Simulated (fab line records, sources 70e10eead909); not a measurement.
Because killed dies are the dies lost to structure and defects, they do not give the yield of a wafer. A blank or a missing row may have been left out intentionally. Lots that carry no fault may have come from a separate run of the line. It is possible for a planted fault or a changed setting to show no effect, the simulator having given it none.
Matching of chambers | flow nandHarc | NHARC_P_M2_DESCUM_14 on rieDiel-05 has 4 sister chambers
The step chemistry O2, time 3 s. 20 wafers are shown with their chamber, then 10 later ones without.

## WAFERS PAIRED WITH THEIR CHAMBERS
wafer  | chamber | showerheadPlenumPTorr (Torr) | drypumpMotorCurrentA (A) | oesProductAu (a.u.)
L324.2 | 1       | 1.85                         | 6.0                      | 0.982
L324.3 | 3       | 1.99                         | 6.1                      | 0.995
L324.4 | 2       | 1.99                         | 6.4                      | 0.994
L326.1 | 2       | 1.99                         | 6.4                      | 0.988
L326.2 | 0       | 1.93                         | 6.0                      | 0.981
L326.6 | 0       | 1.93                         | 5.9                      | 0.989
L327.2 | 0       | 1.93                         | 6.0                      | 0.991
L327.5 | 3       | 1.99                         | 6.2                      | 1.006
L327.6 | 2       | 1.99                         | 6.3                      | 0.986
L328.1 | 2       | 1.99                         | 6.4                      | 0.993
L328.2 | 3       | 1.99                         | 6.1                      | 1.012
L328.4 | 1       | 1.85                         | 6.0                      | 0.990
L335.2 | 2       | 1.99                         | 6.3                      | 0.994
L335.5 | 2       | 1.99                         | 6.4                      | 0.998
L335.6 | 1       | 1.85                         | 6.0                      | 0.986
L338.2 | 3       | 1.98                         | 6.1                      | 0.993
L338.5 | 2       | 1.99                         | 6.4                      | 0.996
L338.6 | 3       | 1.98                         | 6.2                      | 0.994
L339.1 | 2       | 1.99                         | 6.4                      | 0.998
L339.2 | 1       | 1.85                         | 6.0                      | 0.972

SIGNATURES (means of the wafers above)
reading               | chamber 0 | chamber 1 | chamber 2 | chamber 3 | scatter within a chamber
showerheadPlenumPTorr | 1.9300    | 1.8500    | 1.9900    | 1.9860    | 0.00274
drypumpMotorCurrentA  | 5.967     | 6.000     | 6.375     | 6.140     | 0.0459
oesProductAu          | 0.98700   | 0.98250   | 0.99338   | 1.00000   | 0.00642
Rule: for a wafer and a chamber, the distance is found by dividing, reading by reading, the gap between the wafer's reading and the chamber's mean by the reading's scatter, squaring, summing and taking the root. The wafer belongs to the nearest chamber; if the next one is less than 2 further off, it can't be placed. The scatter is the square root of a quotient: the sum, over the shown wafers, of each reading's squared deviation from its chamber's mean, divided by wafers minus chambers.

## WAFERS WITHOUT THEIR CHAMBER
wafer  | showerheadPlenumPTorr (Torr) | drypumpMotorCurrentA (A) | oesProductAu (a.u.)
L339.3 | 1.98                         | 6.1                      | 0.996
L340.1 | 1.99                         | 6.4                      | 1.000
L340.4 | 1.98                         | 6.1                      | 1.006
L340.6 | 1.99                         | 6.4                      | 0.997
L341.4 | 1.99                         | 6.4                      | 0.989
L341.5 | 1.98                         | 6.1                      | 1.017
L341.6 | 1.93                         | 6.0                      | 0.994
L344.1 | 1.93                         | 6.0                      | 0.998
L344.4 | 1.85                         | 6.0                      | 0.974
L344.6 | 1.98                         | 6.1                      | 1.007

## THE CHAMBER EACH PASSED THROUGH
wafer  | from the rows above | in truth
L339.3 | 3                   | 3
L340.1 | 2                   | 2
L340.4 | 3                   | 3
L340.6 | 2                   | 2
L341.4 | 2                   | 2
L341.5 | 3                   | 3
L341.6 | 0                   | 0
L344.1 | 0                   | 0
L344.4 | 1                   | 1
L344.6 | 3                   | 3
Correct placement for 10 of the 10. From these rows, 0 cannot be placed. 0 placed wrongly.
